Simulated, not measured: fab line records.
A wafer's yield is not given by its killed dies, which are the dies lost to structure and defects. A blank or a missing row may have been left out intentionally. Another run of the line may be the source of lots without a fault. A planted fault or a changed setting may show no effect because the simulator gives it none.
Struck lot and sound lot, side by side -- flow n5 finfet -- 31 steps out of a route of 1938
Sound: the wafers L925.1, L925.4, L925.6. Struck: wafer L927.3 (L927.4, L927.5, from the same lot, were not struck and are left out); the cause is given at the end.
For every step that has rows: the tool of each side, followed by ch and its chambers, followed by its first start. Under that, the readings that differ: sound wafers -- struck wafers -- difference of the means -- sigmas: that difference in standard deviations of wafers without a fault.
alike: words and numbers the same on both sides, and readings whose means are apart by under 2 such deviations; not compared: readings that were withheld, readings missing a value for some wafer, numbers with overlapping values and no deviation given by the record, and bounds like >300 which may hide the same value.
The two part at a step that has a row with sigmas, a row that says differs or no value, or rows on one side only. Numbers that have no deviation but don't overlap get no sigmas and don't part them. A reading that every wafer of one side lacks parts them only if that side has two wafers or more.

first, 11 steps without rows for these wafers: N5_HKMG_FIN_DESCUM_53 (chemistry O2, time 7.9 s); N5_HKMG_FIN_ETCH_54 (etches SiARC in CF4, target depth 45.5 nm, time 75.8 s); N5_HKMG_FIN_ETCH_55 (etches SOC in N2/H2, target depth 240 nm, time 300 s); N5_HKMG_FIN_STRIP_56 (strips in N2/H2); N5_HKMG_FIN_STRIP_57 (strips in CF4); N5_HKMG_FIN_ETCH_58 (etches SOC in N2/H2, target depth 215.8 nm, time 741 s); N5_HKMG_FIN_STRIP_93 (strips SOC in N2/H2, time 20 s); N5_HKMG_FIN_WET_ETCH_76 (etches Al2O3 in dNH4OH, stops on La2O3, target depth 2.25 nm, rinse time 30 s); N5_HKMG_FIN_STRIP_60 (strips in N2/H2, time 360 s); N5_HKMG_FIN_WET_ETCH_77 (etches La2O3 in dHCl, stops on HfO2, target depth 2 nm); N5_HKMG_FIN_WET_ETCH_78 (etches Al2O3 in dNH4OH, stops on La2O3, target depth 4.5 nm, rinse time 30 s).
N5_HKMG_FIN_ALD_79: deposits TiN, target thk 1.5 nm, pulse time 1 s, purge time 3 s.
  sound on ald metal-04 ch 0,2, day 4 14:59; struck on ald metal-04 ch 1, day 5 02:04
  alike: chamber pressure Torr, heater power w, precursor pulse height rel
then, 16 steps without rows for these wafers: N5_HKMG_FIN_CVD_62 (deposits a-Si from Si2H6, target thk 3 nm, time 20.8 s); N5_HKMG_FIN_RTA_80 (time 2 s); N5_HKMG_FIN_PRECLEAN_64 (cleans in dHF, time 30 s); N5_HKMG_FIN_WET_ETCH_65 (etches a-Si in TMAH, stops on TiN, time 49 s, target depth 3 nm); N5_HKMG_FIN_WET_ETCH_81 (etches TiN in SC1, stops on HfO2, time 57 s, target depth 6 nm); N5_HKMG_FIN_WET_ETCH_82 (etches La2O3 in dHCl, stops on HfO2, target depth 2 nm, rinse time 30 s); N5_HKMG_FIN_ALD_36 (deposits TiN, target thk 1 nm, pulse time 1 s, purge time 3 s); N5_HKMG_FIN_PWFM_ALD_03 (deposits TiN, target thk 2 nm, pulse time 1 s, purge time 3 s); N5_HKMG_FIN_COAT_29 (time 60 s, resist thk 300 nm); N5_HKMG_FIN_COAT_30 (time 60 s, resist thk 35 nm); N5_HKMG_FIN_COAT_06 (resist thk 90 nm); N5_HKMG_FIN_EBR_08; N5_HKMG_FIN_SOFTBAKE_07 (time 60 s); N5_HKMG_FIN_EXPOSE_09 (exposes mask NWFM); N5_HKMG_FIN_PEB_10 (peb time 60 s); N5_HKMG_FIN_DEVELOP_11 (develop time 30 s).
N5_HKMG_FIN_INSPECT_14: inspects for defects (macro).
  sound on defect inspect-01 at day 4 17:19; struck on defect inspect-01 at day 5 04:02
reading,sound,struck,difference,sigmas
raw defect count,2 2 0,>300,differs,
then, 1 step without rows for these wafers: N5_HKMG_FIN_DESCUM_17 (chemistry O2, time 7.9 s).
-- the record jumps here: 10 days lie between the struck wafers' starts before and after (it left off in module HKMG_FIN and takes up again in module PASSIVATION, whose first step shown is number 1936 of the route) --
N5_PASSIVATION_PROBE_49:
  the record has rows for the struck wafers here (prober-01, day 14 21:08) and none for the sound ones

## WHERE THEY PART
Last at N5_PASSIVATION_PROBE_49 as far as this record goes, first at N5_HKMG_FIN_INSPECT_14.

WHY: whatever the simulator had introduced
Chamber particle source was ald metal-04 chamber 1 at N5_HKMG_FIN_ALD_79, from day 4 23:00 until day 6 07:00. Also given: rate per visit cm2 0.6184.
